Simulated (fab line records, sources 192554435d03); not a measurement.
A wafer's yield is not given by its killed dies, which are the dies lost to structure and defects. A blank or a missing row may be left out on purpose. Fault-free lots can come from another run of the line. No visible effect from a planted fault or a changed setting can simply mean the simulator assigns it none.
Chamber matching | flow n5Finfet | 3 sister chambers for N5_BEOL_M8_DEP_56 on pecvd-01
The step deposits SiCN from 3MS/NH3, target thk 10 nm, time 17.5 s. 3 wafers are shown with their chamber, then 10 later ones without.

## EACH WAFER AND ITS CHAMBER
wafer  | chamber | throttleValvePct (%)
L078.6 | 2       | 8.3
L082.5 | 1       | 10.5
L088.4 | 0       | 9.0

## WAFERS MISSING THEIR CHAMBER
wafer  | throttleValvePct (%)
L088.6 | 8.3
L090.1 | 9.2
L090.5 | 10.3
L090.6 | 8.5
L094.2 | 10.2
L094.4 | 10.6
L094.5 | 8.8
L095.1 | 10.3
L095.3 | 9.5
L095.6 | 9.3

## CHAMBER TAKEN BY EACH
wafer  | from the rows above     | in truth
L088.6 | 2                       | 2
L090.1 | 0                       | 0
L090.5 | 1                       | 1
L090.6 | can't be placed: 2 or 0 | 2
L094.2 | 1                       | 1
L094.4 | 1                       | 1
L094.5 | can't be placed: 0 or 2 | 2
L095.1 | 1                       | 1
L095.3 | can't be placed: 0 or 1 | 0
L095.6 | 0                       | 0
Correctly placed: 7 of 10. Cannot be placed on the basis of these rows: 3; the candidates contain the true chamber in 3. Wrongly placed: 0.
How it was worked out, from the rows above alone: a wafer's distance from a chamber is the root of the sum, over the readings, of the square of ((its reading less the chamber's mean) divided by the reading's scatter). The wafer belongs to the nearest chamber; if the next one is less than 2 further off, it can't be placed. A chamber's mean is the mean of its shown wafers. The scatter: with one shown wafer a chamber, the root of the mean of the squares of how far each hidden wafer lies from its nearest shown one.
